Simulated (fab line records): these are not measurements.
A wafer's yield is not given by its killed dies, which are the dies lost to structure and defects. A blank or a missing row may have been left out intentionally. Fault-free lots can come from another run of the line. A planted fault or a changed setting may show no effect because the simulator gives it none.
Matching of chambers -- flow n5 finfet -- N5_BEOL_M10_CMP_52 on cmp-02 has 4 sister chambers
The step polishes, stops on SiCOH lowk, t overpolish 7 s, target thk 140 nm. 8 wafers are shown with their chamber, then 8 later ones without.

WAFERS, EACH WITH ITS CHAMBER
wafer,chamber,motor current A (A),overpolish run s (s)
L083.3,1,6.0,7.009
L084.1,1,6.0,6.999
L084.3,3,7.3,6.977
L084.5,3,7.6,6.998
L086.2,0,5.4,7.010
L086.4,2,5.4,7.010
L086.6,2,5.5,7.010
L089.1,0,5.7,6.998

WAFERS WITH NO CHAMBER GIVEN
wafer,motor current A (A),overpolish run s (s)
L089.3,5.6,6.989
L089.4,5.9,7.000
L090.1,7.6,7.003
L090.2,5.9,7.007
L090.3,5.3,6.998
L095.2,6.1,6.993
L095.4,7.5,7.007
L095.6,7.5,7.004

WHICH CHAMBER EACH ONE RAN IN
wafer,from the rows above,in truth
L089.3,can't be placed: 0 or 2 or 1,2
L089.4,can't be placed: 1 or 0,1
L090.1,3,3
L090.2,can't be placed: 1 or 0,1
L090.3,can't be placed: 2 or 0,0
L095.2,1,1
L095.4,3,3
L095.6,3,3
4 of 8 placed correctly. Not placeable from these rows: 4 (in 4, the candidates include the true chamber). 0 placed wrongly.
How it was worked out, from the rows above alone: a wafer's distance from a chamber is the root of the sum, over the readings, of the square of ((its reading less the chamber's mean) divided by the reading's scatter). The wafer belongs to the nearest chamber; if the next one is less than 2 further off, it can't be placed. Each chamber's mean is taken over the wafers shown for it. The scatter: the root of (the sum of the squares of (reading less its chamber's mean) over the shown wafers, divided by (wafers less chambers)).
